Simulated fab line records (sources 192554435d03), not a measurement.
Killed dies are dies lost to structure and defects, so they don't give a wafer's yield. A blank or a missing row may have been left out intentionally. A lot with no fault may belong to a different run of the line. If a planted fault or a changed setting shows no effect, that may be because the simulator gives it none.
fab line records / flow n5Finfet
record: lots: 4 wafers: 11 lastDay: 18
route steps=1938 shown MOL_CONTACT_COAG@629 BEOL_M0_SAQP@632 BEOL_M4@1111
lots that met no fault: from a run of the same line without faults
startH: the number of hours between the record's first day and the start of the first shown wafer of the lot / waitH: hours elapsed since this lot's preceding step / " identical to the entry in the row above / L1.1+2: one row covering several wafers at once / - value missing, or start not given / * or withheld: withheld / < > ~ a bound
route shown NAME@n: a module of which the file shows steps, and the number in the route of the first / usual: mean and standard deviation over wafers with no fault / same: alike in all rows / chamber/n: place in a boat / sites: readings site by site / _std_site: how widely they spread, as a standard deviation / _edge_site: mean of outer sites minus mean of inner sites / radiusMm: how far each site lies from the wafer's centre / mask NAME#n: copy n / behind: the most recent tool/chamber to have shaped the wafer / hold: the reason the lot was held/the length of the hold in hours/how it ended / device: the transistor (n, p or np) that didn't switch / end of line: tests of these same wafers at the route's end / a step with no rows: only its recipe / killed: count of dies lost to structure and defects at first sort (not the wafer's yield) / map: a wafer's dies, marking killed ones x, the rest . and places with no die _
set.NAME: the setting the step ran with; set.NAME@STEP: the setting that earlier step ran with / model.NAME: the simulator's own value behind a step, which no gauge read
lots at some steps of the route; a table a step, a row a wafer
services: when a tool's chamber went out of use (startH, in hours from the record's first day, below 0 if earlier), for how many hours, and the reason
== steps ==
step: N5_MOL_CONTACT_COAG_ANNEAL_112
recipe: tempC: 400 timeS: 1800 ambient: HPD2 pressureAtm: 10
step: N5_BEOL_M0_SAQP_PECVD_00
recipe: material: SiCN targetThkA: 80 tempC: withheld precursor: 3MS/NH3 pressureTorr: 3 rfW: 202 timeS: 14
step: N5_BEOL_M0_SAQP_ILD_DEP_01
recipe: material: SiOC targetThkA: 454.19 tempC: 350 precursor: DEMS/O2 pressureTorr: 5 rfW: 500 timeS: 8.7
step: N5_BEOL_M0_SAQP_HM_DEP_02
recipe: material: TiN targetThkA: 120 tempC: 25 chamberPressurePa: 0.49996
step: N5_BEOL_M0_SAQP_PECVD_03
recipe: material: SiCN targetThkA: 120 tempC: withheld precursor: 3MS/NH3 pressureTorr: 3 rfW: 202 timeS: 21.1
step: N5_BEOL_M0_SAQP_PECVD_96
recipe: material: a-Si targetThkA: 450 tempC: 350 precursor: SiH4/He pressureTorr: 3 rfW: 100 timeS: 45.2
step: N5_BEOL_M0_SAQP_PECVD_97
recipe: material: SiNx targetThkA: 230 tempC: 350 precursor: SiH4/NH3/N2 pressureTorr: 1.5 rfW: 300 timeS: 19.9
step: N5_BEOL_M0_SAQP_PECVD_04
recipe: material: a-Si targetThkA: 600 tempC: 350 precursor: SiH4/He pressureTorr: 3 rfW: 100 timeS: 60.2
step: N5_BEOL_M0_SAQP_HM_DEP_111
recipe: material: SiO2 targetThkA: 120 tempC: 400 precursor: SiH4/N2O pressureTorr: 0.75 rfW: 275 timeS: 7.2
usual: heaterPowerW: 743/66 showerheadPlenumPTorr: 8.15/0.14 susceptorTempC: 399.97/0.22
lot.wafer=L230.1 tool=pecvd-02 chamber=1 startH=138.53 waitH=0.0 heaterPowerW=638 showerheadPlenumPTorr=8.12 susceptorTempC=399.88 model.SiO2_of_BEOL_M0_SAQP_HM_DEP_111.thkNm=11.8
lot.wafer=L230.2 tool=pecvd-02 chamber=2 startH=138.53 waitH=0.0 heaterPowerW=764 showerheadPlenumPTorr=7.98 susceptorTempC=399.81 model.SiO2_of_BEOL_M0_SAQP_HM_DEP_111.thkNm=11.8
lot.wafer=L230.5 tool=pecvd-02 chamber=0 startH=138.53 waitH=0.0 heaterPowerW=716 showerheadPlenumPTorr=8.01 susceptorTempC=399.79 model.SiO2_of_BEOL_M0_SAQP_HM_DEP_111.thkNm=12
lot.wafer=L244.3 tool=pecvd-02 chamber=2 startH=216.52 waitH=0.0 heaterPowerW=778 showerheadPlenumPTorr=7.97 susceptorTempC=399.77 model.SiO2_of_BEOL_M0_SAQP_HM_DEP_111.thkNm=12
lot.wafer=L244.4 tool=pecvd-02 chamber=2 startH=216.52 waitH=0.0 heaterPowerW=786 showerheadPlenumPTorr=7.96 susceptorTempC=399.90 model.SiO2_of_BEOL_M0_SAQP_HM_DEP_111.thkNm=12
lot.wafer=L244.6 tool=pecvd-02 chamber=1 startH=216.52 waitH=0.0 heaterPowerW=694 showerheadPlenumPTorr=8.12 susceptorTempC=- model.SiO2_of_BEOL_M0_SAQP_HM_DEP_111.thkNm=6.4
lot.wafer=L246.2 tool=pecvd-02 chamber=2 startH=236.27 waitH=0.0 heaterPowerW=742 showerheadPlenumPTorr=7.98 susceptorTempC=- model.SiO2_of_BEOL_M0_SAQP_HM_DEP_111.thkNm=6.4
lot.wafer=L246.6 tool=pecvd-02 chamber=2 startH=236.27 waitH=0.0 heaterPowerW=763 showerheadPlenumPTorr=7.95 susceptorTempC=- model.SiO2_of_BEOL_M0_SAQP_HM_DEP_111.thkNm=6.4
lot.wafer=L247.4 tool=pecvd-04 chamber=2 startH=239.88 waitH=0.1 heaterPowerW=609 showerheadPlenumPTorr=8.02 susceptorTempC=400.20 model.SiO2_of_BEOL_M0_SAQP_HM_DEP_111.thkNm=12.2
lot.wafer=L247.5 tool=pecvd-04 chamber=0 startH=239.88 waitH=0.1 heaterPowerW=687 showerheadPlenumPTorr=8.37 susceptorTempC=399.98 model.SiO2_of_BEOL_M0_SAQP_HM_DEP_111.thkNm=12.2
lot.wafer=L247.6 tool=pecvd-04 chamber=1 startH=239.88 waitH=0.1 heaterPowerW=730 showerheadPlenumPTorr=8.23 susceptorTempC=400.02 model.SiO2_of_BEOL_M0_SAQP_HM_DEP_111.thkNm=12
step: N5_BEOL_M0_SAQP_COAT_81
recipe: resist: SOC tempC: 250 timeS: 60 spinRpm: 1500 resistThkNm: 100
step: N5_BEOL_M0_SAQP_COAT_82
recipe: resist: SiARC tempC: 220 timeS: 60 spinRpm: 1500 resistThkNm: 30
step: N5_BEOL_M0_SAQP_COAT_08
recipe: resist: CAR-ArF spinRpm: 1500 resistThkNm: 90
step: N5_BEOL_M0_SAQP_EBR_10
recipe: solvent: PGMEA ebrWidthMm: 1.5
step: N5_BEOL_M0_SAQP_SOFTBAKE_09
recipe: tempC: 110 timeS: 60 resist: CAR-ArF
step: N5_BEOL_M0_SAQP_EXPOSE_11
recipe: maskId: M0_CORE na: 1.35 sourceShape: dipole sigmaInner: 0.538 sigmaOuter: 0.738 polarization: te targetCdNm: 42 doseMj: 55
step: N5_BEOL_M0_SAQP_PEB_12
recipe: pebTempC: withheld pebTimeS: 60 resist: CAR-ArF
step: N5_BEOL_M0_SAQP_DEVELOP_13
recipe: developTimeS: 30 developer: TMAH resist: CAR-ArF devTempC: 23 rinseLiquid: diw dry: airSpin
step: N5_BEOL_M0_SAQP_DESCUM_19
recipe: chemistry: O2 timeS: 7.9 sourcePowerW: 50 biasPowerW: 20 pressureMtorr: 20 rfFrequencyHz: 2.712e+07 tempC: 40 resist: CAR-ArF o2FlowSccm: 225
step: N5_BEOL_M0_SAQP_ETCH_83
recipe: chemistry: CF4 target: SiARC targetDepthA: 390 maskMaterial: CAR-ArF timeS: 65 ionEnergyEv: 80 pressureMtorr: 40 sourceW: 545 biasW: 36 Ar_flow_sccm: 100 cf4FlowSccm: 100 ends: cleared
step: N5_BEOL_M0_SAQP_ETCH_84
recipe: chemistry: N2/H2 target: SOC targetDepthA: 1000 overetchA: 200 maskMaterial: SiARC tempC: 40 timeS: 150 ionEnergyEv: 200 pressureMtorr: 30 sourceW: 840 biasW: 150 n2FlowSccm: 200 h2FlowSccm: 200
step: N5_BEOL_M0_SAQP_STRIP_80
recipe: chemistry: N2/H2 tempC: 40 n2FlowSccm: 200 h2FlowSccm: 200 rfFrequencyHz: 6e+07
step: N5_BEOL_M0_SAQP_HM_OPEN_112
recipe: chemistry: CHF3/O2 target: SiO2 stopOn: a-Si targetDepthA: 120 overEtchFrac: 1.25 maskMaterial: SOC timeS: 13.5 pressureMtorr: 30 sourceW: 650 biasW: 170 Ar_flow_sccm: 200 CHF3_flow_sccm: 50 O2_flow_sccm: 5 ionEnergyEv: 200 ends: endPoint
usual: O2_flow_sccm: 5.002/0.015 drypumpMotorCurrentA: 5.7/0.38 oes_o_777_au: 0.78/0.093 oesProductAu: 0.51/0.059 rfVppV: 522/6.5 showerheadPlenumPTorr: 2.42/0.064 throttleValvePct: 18.82/0.24
lot.wafer=L230.1 tool=rieDiel-01 chamber=1 startH=139.13 waitH=0.0 O2_flow_sccm=4.991 drypumpMotorCurrentA=6.5 oes_o_777_au=0.89 oesProductAu=0.58 rfHoursCounterH=23 rfVppV=531 showerheadPlenumPTorr=2.38 throttleValvePct=18.68 model.etch.depthNm=11.75
lot.wafer=L230.2 tool=rieDiel-01 chamber=2 startH=139.13 waitH=0.0 O2_flow_sccm=5.007 drypumpMotorCurrentA=5.6 oes_o_777_au=0.73 oesProductAu=0.48 rfHoursCounterH=172 rfVppV=520 showerheadPlenumPTorr=2.41 throttleValvePct=18.63 model.etch.depthNm=11.77
lot.wafer=L230.5 tool=rieDiel-01 chamber=3 startH=139.13 waitH=0.0 O2_flow_sccm=5.011 drypumpMotorCurrentA=5.9 oes_o_777_au=0.85 oesProductAu=0.55 rfHoursCounterH=- rfVppV=519 showerheadPlenumPTorr=2.52 throttleValvePct=18.71 model.etch.depthNm=11.97
lot.wafer=L244.3 tool=rieDiel-06 chamber=3 startH=217.25 waitH=0.0 O2_flow_sccm=4.996 drypumpMotorCurrentA=5.5 oes_o_777_au=0.86 oesProductAu=0.56 rfHoursCounterH=49 rfVppV=523 showerheadPlenumPTorr=2.45 throttleValvePct=18.61 model.etch.depthNm=11.96
lot.wafer=L244.4 tool=rieDiel-06 chamber=3 startH=217.25 waitH=0.0 O2_flow_sccm=4.991 drypumpMotorCurrentA=5.5 oes_o_777_au=0.86 oesProductAu=0.55 rfHoursCounterH=- rfVppV=524 showerheadPlenumPTorr=2.45 throttleValvePct=18.61 model.etch.depthNm=11.99
lot.wafer=L244.6 tool=rieDiel-06 chamber=2 startH=217.25 waitH=0.0 O2_flow_sccm=5.008 drypumpMotorCurrentA=5.2 oes_o_777_au=0.70 oesProductAu=0.37 rfHoursCounterH=- rfVppV=526 showerheadPlenumPTorr=2.50 throttleValvePct=19.14 model.etch.depthNm=6.318
lot.wafer=L246.2 tool=rieDiel-06 chamber=2 startH=237.24 waitH=0.0 O2_flow_sccm=5.018 drypumpMotorCurrentA=5.2 oes_o_777_au=0.70 oesProductAu=0.37 rfHoursCounterH=211 rfVppV=528 showerheadPlenumPTorr=2.50 throttleValvePct=19.16 model.etch.depthNm=6.437
lot.wafer=L246.6 tool=rieDiel-06 chamber=1 startH=237.24 waitH=0.0 O2_flow_sccm=5.014 drypumpMotorCurrentA=5.5 oes_o_777_au=1.00 oesProductAu=0.51 rfHoursCounterH=- rfVppV=529 showerheadPlenumPTorr=2.38 throttleValvePct=18.43 model.etch.depthNm=6.433
lot.wafer=L247.4 tool=rieDiel-02 chamber=3 startH=240.78 waitH=0.0 O2_flow_sccm=4.975 drypumpMotorCurrentA=6.4 oes_o_777_au=0.66 oesProductAu=0.44 rfHoursCounterH=- rfVppV=510 showerheadPlenumPTorr=2.37 throttleValvePct=18.93 model.etch.depthNm=12.15
lot.wafer=L247.5 tool=rieDiel-02 chamber=1 startH=240.78 waitH=0.0 O2_flow_sccm=5.025 drypumpMotorCurrentA=5.2 oes_o_777_au=0.76 oesProductAu=0.48 rfHoursCounterH=- rfVppV=509 showerheadPlenumPTorr=2.30 throttleValvePct=18.54 model.etch.depthNm=12.15
lot.wafer=L247.6 tool=rieDiel-02 chamber=2 startH=240.78 waitH=0.0 O2_flow_sccm=5.000 drypumpMotorCurrentA=5.8 oes_o_777_au=0.73 oesProductAu=0.47 rfHoursCounterH=- rfVppV=516 showerheadPlenumPTorr=2.46 throttleValvePct=18.89 model.etch.depthNm=12.09
step: N5_BEOL_M0_SAQP_STRIP_113
recipe: chemistry: CHF3/O2 resist: SiARC rfFrequencyHz: 6e+07
step: N5_BEOL_M0_SAQP_MANDREL_ETCH_20
recipe: targetDepthA: 600 chemistry: HBr/Cl2 target: a-Si stopOn: SiNx btTimeS: 10 maskMaterial: SOC overEtchFrac: 0.5 timeS: 30 pressureMtorr: 10 icpW: 800 biasW: 75 HBr_flow_sccm: 150 Cl2_flow_sccm: 80 ends: endPoint
step: N5_BEOL_M0_SAQP_STRIP_86
recipe: chemistry: N2/H2 powerW: 500 tempC: 40 pressureMtorr: 50 rfFrequencyHz: 6e+07 overashFraction: 0.3 biasPowerW: 28 h2Frac: 0.5 n2FlowSccm: 300 h2FlowSccm: 300
step: N5_BEOL_M0_SAQP_STRIP_115
recipe: chemistry: postEtchResidueRemover timeS: 60 tempC: 25 removerPh: withheld removerWaterWtPct: withheld removerFluorideWtPct: withheld
lot.wafer=L230.1+2 tool=wetBench-02 chamber=4,6 startH=139.38 waitH=- model.SiO2_of_BEOL_M0_SAQP_HM_DEP_111.thkNm=11.6
lot.wafer=L230.5 tool=wetBench-02 chamber=1 startH=139.38 waitH=- model.SiO2_of_BEOL_M0_SAQP_HM_DEP_111.thkNm=11.8
lot.wafer=L244.3+4 tool=wetBench-03 chamber=6,1 startH=217.50 waitH=- model.SiO2_of_BEOL_M0_SAQP_HM_DEP_111.thkNm=11.8
lot.wafer=L244.6 tool=wetBench-03 chamber=5 startH=217.50 waitH=- model.SiO2_of_BEOL_M0_SAQP_HM_DEP_111.thkNm=6.2
lot.wafer=L246.2+6 tool=wetBench-03 chamber=3,0 startH=237.63 waitH=- model.SiO2_of_BEOL_M0_SAQP_HM_DEP_111.thkNm=6.4
lot.wafer=L247.4+5+6 tool=wetBench-02 chamber=3,5,6 startH=241.01 waitH=- model.SiO2_of_BEOL_M0_SAQP_HM_DEP_111.thkNm=12
step: N5_BEOL_M0_SAQP_SRD_93
recipe: dry: ipaMarangoni timeS: 30 tempC: 23 rinseLiquid: diw
step: N5_BEOL_M4_RC_MEAS_101
usual: DIBL_N: 36.5/1.8 DIBL_P: 36.5/2.1 IOFF_N: 0.17/0.031 IOFF_P: 0.22/0.036 ION_N: 677/11 ION_P: 463/8 SS_N: 71.6/0.61 SS_P: 73.3/0.63 VT_N: 249/3.1 VT_P: -250/3.3
lot.wafer=L230.1 tool=prober-01 chamber=0 startH=201.93 waitH=0.0 DIBL_N[mV/V]=35.5 DIBL_P[mV/V]=35.4 IOFF_N[nA/um]=0.14 IOFF_P[nA/um]=0.20 ION_N[uA/um]=675 ION_P[uA/um]=466 SS_N[mV/dec]=70.5 SS_P[mV/dec]=72.9 VT_N[mV]=250 VT_P[mV]=-250
lot.wafer=L230.2 tool=prober-01 chamber=0 startH=201.93 waitH=0.0 DIBL_N[mV/V]=35.4 DIBL_P[mV/V]=34.3 IOFF_N[nA/um]=0.14 IOFF_P[nA/um]=0.20 ION_N[uA/um]=667 ION_P[uA/um]=468 SS_N[mV/dec]=71.3 SS_P[mV/dec]=72.9 VT_N[mV]=249 VT_P[mV]=-248
lot.wafer=L230.5 tool=prober-01 chamber=0 startH=201.93 waitH=0.0 DIBL_N[mV/V]=36.8 DIBL_P[mV/V]=37.7 IOFF_N[nA/um]=0.18 IOFF_P[nA/um]=0.24 ION_N[uA/um]=687 ION_P[uA/um]=473 SS_N[mV/dec]=72.2 SS_P[mV/dec]=73.5 VT_N[mV]=247 VT_P[mV]=-247
lot.wafer=L244.3 tool=prober-02 chamber=0 startH=274.69 waitH=0.3 DIBL_N[mV/V]=35.1 DIBL_P[mV/V]=35.4 IOFF_N[nA/um]=0.16 IOFF_P[nA/um]=0.24 ION_N[uA/um]=679 ION_P[uA/um]=476 SS_N[mV/dec]=71.7 SS_P[mV/dec]=71.9 VT_N[mV]=248 VT_P[mV]=-245
lot.wafer=L244.4 tool=prober-02 chamber=0 startH=274.69 waitH=0.3 DIBL_N[mV/V]=36.8 DIBL_P[mV/V]=37.8 IOFF_N[nA/um]=0.19 IOFF_P[nA/um]=0.28 ION_N[uA/um]=698 ION_P[uA/um]=484 SS_N[mV/dec]=71.9 SS_P[mV/dec]=73.7 VT_N[mV]=244 VT_P[mV]=-242
lot.wafer=L244.6 tool=prober-02 chamber=0 startH=274.69 waitH=0.3 DIBL_N[mV/V]=38.2 DIBL_P[mV/V]=40.1 IOFF_N[nA/um]=0.24 IOFF_P[nA/um]=0.35 ION_N[uA/um]=709 ION_P[uA/um]=494 SS_N[mV/dec]=72.1 SS_P[mV/dec]=73.6 VT_N[mV]=243 VT_P[mV]=-240
lot.wafer=L246.2 tool=prober-02 chamber=0 startH=309.22 waitH=0.2 DIBL_N[mV/V]=34.6 DIBL_P[mV/V]=35.8 IOFF_N[nA/um]=0.16 IOFF_P[nA/um]=0.22 ION_N[uA/um]=682 ION_P[uA/um]=470 SS_N[mV/dec]=71.6 SS_P[mV/dec]=72.5 VT_N[mV]=250 VT_P[mV]=-248
lot.wafer=L246.6 tool=prober-02 chamber=0 startH=309.22 waitH=0.2 DIBL_N[mV/V]=32.7 DIBL_P[mV/V]=32.7 IOFF_N[nA/um]=0.12 IOFF_P[nA/um]=0.18 ION_N[uA/um]=651 ION_P[uA/um]=462 SS_N[mV/dec]=70.2 SS_P[mV/dec]=72.6 VT_N[mV]=252 VT_P[mV]=-247
lot.wafer=L247.4 tool=prober-02 chamber=0 startH=313.24 waitH=0.5 DIBL_N[mV/V]=37.9 DIBL_P[mV/V]=38.7 IOFF_N[nA/um]=0.20 IOFF_P[nA/um]=0.28 ION_N[uA/um]=678 ION_P[uA/um]=472 SS_N[mV/dec]=71.8 SS_P[mV/dec]=73.9 VT_N[mV]=244 VT_P[mV]=-245
lot.wafer=L247.5 tool=prober-02 chamber=0 startH=313.24 waitH=0.5 DIBL_N[mV/V]=37.9 DIBL_P[mV/V]=38.7 IOFF_N[nA/um]=0.21 IOFF_P[nA/um]=0.28 ION_N[uA/um]=685 ION_P[uA/um]=470 SS_N[mV/dec]=71.8 SS_P[mV/dec]=73.9 VT_N[mV]=245 VT_P[mV]=-244
lot.wafer=L247.6 tool=prober-02 chamber=0 startH=313.24 waitH=0.5 DIBL_N[mV/V]=39.4 DIBL_P[mV/V]=40.0 IOFF_N[nA/um]=0.22 IOFF_P[nA/um]=0.30 ION_N[uA/um]=688 ION_P[uA/um]=477 SS_N[mV/dec]=72.4 SS_P[mV/dec]=74.3 VT_N[mV]=244 VT_P[mV]=-244
== services ==
tool=pecvd-04 chamber=2 startH=131.19 hours=15.6 kind=repair
tool=pecvd-02 chamber=0 startH=148.80 hours=5.5 kind=scheduledDown
tool=pecvd-04 chamber=2 startH=154.24 hours=4.7 kind=repair
tool=rieDiel-06 chamber=2 startH=162.47 hours=4.1 kind=repair
tool=rieDiel-01 chamber=- startH=165.45 hours=15.6 kind=pm
tool=rieDiel-06 chamber=0 startH=175.79 hours=- kind=clean
tool=rieDiel-06 chamber=0 startH=175.79 hours=- kind=consumableReplace:focusRing
tool=rieDiel-06 chamber=0 startH=175.79 hours=25.3 kind=scheduledDown
tool=rieDiel-06 chamber=0 startH=175.79 hours=25.3 kind=ventCycle
tool=pecvd-04 chamber=2 startH=202.38 hours=- kind=clean
tool=pecvd-04 chamber=2 startH=202.38 hours=- kind=consumableReplace:showerhead
tool=pecvd-04 chamber=2 startH=202.38 hours=29.0 kind=scheduledDown
tool=pecvd-04 chamber=2 startH=202.38 hours=29.0 kind=ventCycle
tool=pecvd-02 chamber=2 startH=202.45 hours=4.4 kind=repair
tool=rieDiel-06 chamber=1 startH=206.38 hours=- kind=clean
tool=rieDiel-06 chamber=1 startH=206.38 hours=- kind=consumableReplace:focusRing
tool=rieDiel-06 chamber=1 startH=206.38 hours=20.7 kind=scheduledDown
tool=rieDiel-06 chamber=1 startH=206.38 hours=20.7 kind=ventCycle
tool=pecvd-02 chamber=0 startH=207.75 hours=5.0 kind=scheduledDown
tool=pecvd-04 chamber=0 startH=208.94 hours=1.9 kind=repair
tool=pecvd-02 chamber=2 startH=210.16 hours=5.3 kind=repair
tool=pecvd-04 chamber=1 startH=216.87 hours=14.9 kind=repair
tool=pecvd-04 chamber=- startH=222.72 hours=0.5 kind=repair
tool=rieDiel-02 chamber=0 startH=230.12 hours=- kind=clean
== key ==
firstSign none at tools or gauges
modelEffect: step: N5_BEOL_M0_SAQP_HM_DEP_111 value: SiO2_of_BEOL_M0_SAQP_HM_DEP_111.thkNm without: 12 struck: 6.4
modelEffect: step: N5_BEOL_M0_SAQP_HM_OPEN_112 value: etch.depthNm without: 11.96 struck: 6.396
modelEffect: step: N5_BEOL_M0_SAQP_STRIP_115 value: SiO2_of_BEOL_M0_SAQP_HM_DEP_111.thkNm without: 11.87 struck: 6.333
metAt N5_BEOL_M0_SAQP_HM_DEP_111
struckWafers L244.6,L246.2,L246.6
onsetBetween 138.53 216.52
fault: kind: processParameterDrift tool: pecvd-02 chamber: - onsetH: 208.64 steps: N5_BEOL_M0_SAQP_HM_DEP_111 channel: timeS offset: * shape: step endH: 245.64 scope: struckWafersOnly actsIn: * stated: *
